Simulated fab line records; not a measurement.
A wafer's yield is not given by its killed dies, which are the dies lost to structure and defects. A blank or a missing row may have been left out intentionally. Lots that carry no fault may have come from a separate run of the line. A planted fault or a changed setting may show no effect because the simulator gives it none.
Which tool is to blame? / flow n5Finfet / 11 lots, 33 wafers sampled, at 5 steps of a route of 1938

## WHAT EACH GAUGE READ, for each wafer
N5_BEOL_M4_RC_MEAS_101.
lot=L314; measured=day 7 15:28; on=prober-01; DIBL_N (mV/V)=35.4 35.3 34.9
lot=L320; measured=day 9 10:17; on=prober-01; DIBL_N (mV/V)=37.3 36.6 37.0
lot=L324; measured=day 10 07:21; on=prober-01; DIBL_N (mV/V)=34.9 35.6 33.3
lot=L323; measured=day 10 07:46; on=prober-02; DIBL_N (mV/V)=34.4 36.1 36.9
lot=L328; measured=day 11 13:41; on=prober-01; DIBL_N (mV/V)=35.8 39.6 36.3
lot=L329; measured=day 11 16:40; on=prober-02; DIBL_N (mV/V)=37.0 38.1 39.1
lot=L330; measured=day 11 18:43; on=prober-02; DIBL_N (mV/V)=38.3 37.4 39.3
lot=L333; measured=day 12 03:55; on=prober-01; DIBL_N (mV/V)=37.3 36.3 37.3
lot=L334; measured=day 13 00:05; on=prober-02; DIBL_N (mV/V)=33.4 35.3 34.3
lot=L336; measured=day 13 10:11; on=prober-02; DIBL_N (mV/V)=36.2 37.3 37.5
lot=L337; measured=day 13 10:06; on=prober-01; DIBL_N (mV/V)=33.2 36.3 36.8

## TOOL THAT RAN EACH LOT (tool first, then ch and the chambers of the sampled wafers, then the start)
lot=L314; N5_BEOL_M4_ANNEAL_49=pvdSputter-01, day 7 12:32; N5_BEOL_M4_SPUTTER_79=pvdSputter-01, day 7 12:40; N5_BEOL_M4_ANNEAL_80=pvdSputter-01, day 7 12:45; N5_BEOL_M4_ANNEAL_93=pvdSputter-01, day 7 13:51
lot=L320; N5_BEOL_M4_ANNEAL_49=pvdSputter-01, day 9 07:17; N5_BEOL_M4_SPUTTER_79=pvdSputter-01, day 9 07:25; N5_BEOL_M4_ANNEAL_80=pvdSputter-01, day 9 07:30; N5_BEOL_M4_ANNEAL_93=pvdSputter-01, day 9 08:36
lot=L324; N5_BEOL_M4_ANNEAL_49=pvdSputter-02, day 10 04:24; N5_BEOL_M4_SPUTTER_79=pvdSputter-02, day 10 04:32; N5_BEOL_M4_ANNEAL_80=pvdSputter-02, day 10 04:37; N5_BEOL_M4_ANNEAL_93=pvdSputter-02, day 10 05:43
lot=L323; N5_BEOL_M4_ANNEAL_49=pvdSputter-03, day 10 04:53; N5_BEOL_M4_SPUTTER_79=pvdSputter-03, day 10 05:01; N5_BEOL_M4_ANNEAL_80=pvdSputter-03, day 10 05:06; N5_BEOL_M4_ANNEAL_93=pvdSputter-03, day 10 06:12
lot=L328; N5_BEOL_M4_ANNEAL_49=pvdSputter-03, day 11 10:52; N5_BEOL_M4_SPUTTER_79=pvdSputter-03, day 11 11:00; N5_BEOL_M4_ANNEAL_80=pvdSputter-03, day 11 11:05; N5_BEOL_M4_ANNEAL_93=pvdSputter-03, day 11 12:11
lot=L329; N5_BEOL_M4_ANNEAL_49=pvdSputter-02, day 11 13:37; N5_BEOL_M4_SPUTTER_79=pvdSputter-02, day 11 13:45; N5_BEOL_M4_ANNEAL_80=pvdSputter-02, day 11 13:50; N5_BEOL_M4_ANNEAL_93=pvdSputter-02, day 11 14:56
lot=L330; N5_BEOL_M4_ANNEAL_49=pvdSputter-03, day 11 15:46; N5_BEOL_M4_SPUTTER_79=pvdSputter-03, day 11 15:54; N5_BEOL_M4_ANNEAL_80=pvdSputter-03, day 11 15:59; N5_BEOL_M4_ANNEAL_93=pvdSputter-03, day 11 17:05
lot=L333; N5_BEOL_M4_ANNEAL_49=pvdSputter-02, day 12 00:39; N5_BEOL_M4_SPUTTER_79=pvdSputter-02, day 12 00:47; N5_BEOL_M4_ANNEAL_80=pvdSputter-02, day 12 00:52; N5_BEOL_M4_ANNEAL_93=pvdSputter-02, day 12 01:58
lot=L334; N5_BEOL_M4_ANNEAL_49=pvdSputter-03, day 12 21:10; N5_BEOL_M4_SPUTTER_79=pvdSputter-03, day 12 21:18; N5_BEOL_M4_ANNEAL_80=pvdSputter-03, day 12 21:23; N5_BEOL_M4_ANNEAL_93=pvdSputter-03, day 12 22:29
lot=L336; N5_BEOL_M4_ANNEAL_49=pvdSputter-01, day 13 04:50; N5_BEOL_M4_SPUTTER_79=pvdSputter-01, day 13 04:58; N5_BEOL_M4_ANNEAL_80=pvdSputter-01, day 13 05:03; N5_BEOL_M4_ANNEAL_93=pvdSputter-01, day 13 06:09
lot=L337; N5_BEOL_M4_ANNEAL_49=pvdSputter-01, day 13 06:43; N5_BEOL_M4_SPUTTER_79=pvdSputter-01, day 13 06:51; N5_BEOL_M4_ANNEAL_80=pvdSputter-01, day 13 06:56; N5_BEOL_M4_ANNEAL_93=pvdSputter-01, day 13 08:02
- N5_BEOL_M4_ANNEAL_49: time 240 s.
- N5_BEOL_M4_SPUTTER_79: material Cu, target thk 4.5 nm, time 8.29 s.
- N5_BEOL_M4_ANNEAL_80: time 240 s.
- N5_BEOL_M4_ANNEAL_93: time 240 s.

## THE ANSWER, worked out from the rows above alone
Rule: the usual values come from the lots themselves. The widest of any qualifying gaps counts: lots, ordered by their means at a reading, are off when they make up no more than a third of the lots, leave a main group of 4 or more, and stand apart from it by 3 or more times the standard deviation of that group's means. A main group is skipped when, at the precision printed for the reading in the tables above, its means are all equal. A lot without any number at a reading at which 4 lots or more have one is off too. All remaining lots with rows at the step are treated as sound.
Nothing can be told from this: no lot is off at any reading shown.

## WHAT HAD BEEN PUT IN BY THE SIMULATOR
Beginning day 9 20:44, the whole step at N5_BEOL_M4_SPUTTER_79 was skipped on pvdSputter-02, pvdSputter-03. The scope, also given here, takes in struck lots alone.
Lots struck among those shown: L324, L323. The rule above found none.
